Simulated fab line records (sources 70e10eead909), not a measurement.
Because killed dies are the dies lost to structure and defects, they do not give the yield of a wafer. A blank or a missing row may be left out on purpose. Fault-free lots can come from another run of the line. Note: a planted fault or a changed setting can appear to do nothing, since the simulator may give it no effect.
Chamber matching | flow nand-harc | 4 sister chambers for NHARC_A_STAIRCASE_TRIM_196 on rie-diel-04
The step chemistry O2, time 211.2 s. 4 wafers are shown with their chamber, then 7 later ones without.

## WAFERS, EACH WITH ITS CHAMBER
wafer  | chamber | drypump-motor-current-A (A)
L119.5 | 2       | 5.1
L119.6 | 3       | 6.2
L128.1 | 0       | 5.7
L128.2 | 1       | 5.9

## WAFERS WHOSE CHAMBER IS MISSING
wafer  | drypump-motor-current-A (A)
L128.5 | 5.8
L135.2 | 5.1
L135.3 | 5.6
L135.6 | 6.2
L138.1 | 5.9
L138.5 | 5.1
L138.6 | 6.2

## CHAMBER TAKEN BY EACH
wafer  | from the rows above     | in truth
L128.5 | can't be placed: 0 or 1 | 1
L135.2 | 2                       | 2
L135.3 | 0                       | 0
L135.6 | 3                       | 3
L138.1 | 1                       | 1
L138.5 | 2                       | 2
L138.6 | 3                       | 3
Placed correctly: 6 of 7. Cannot be placed on the basis of these rows: 1; the candidates contain the true chamber in 1. Placed wrongly: 0.
How it was worked out, from the rows above alone: a wafer's distance from a chamber is the root of the sum, over the readings, of the square of ((its reading less the chamber's mean) divided by the reading's scatter). The wafer belongs to the nearest chamber; if the next one is less than 2 further off, it can't be placed. The mean given for a chamber averages the wafers shown for that chamber. The scatter: with one shown wafer a chamber, the root of the mean of the squares of how far each hidden wafer lies from its nearest shown one.
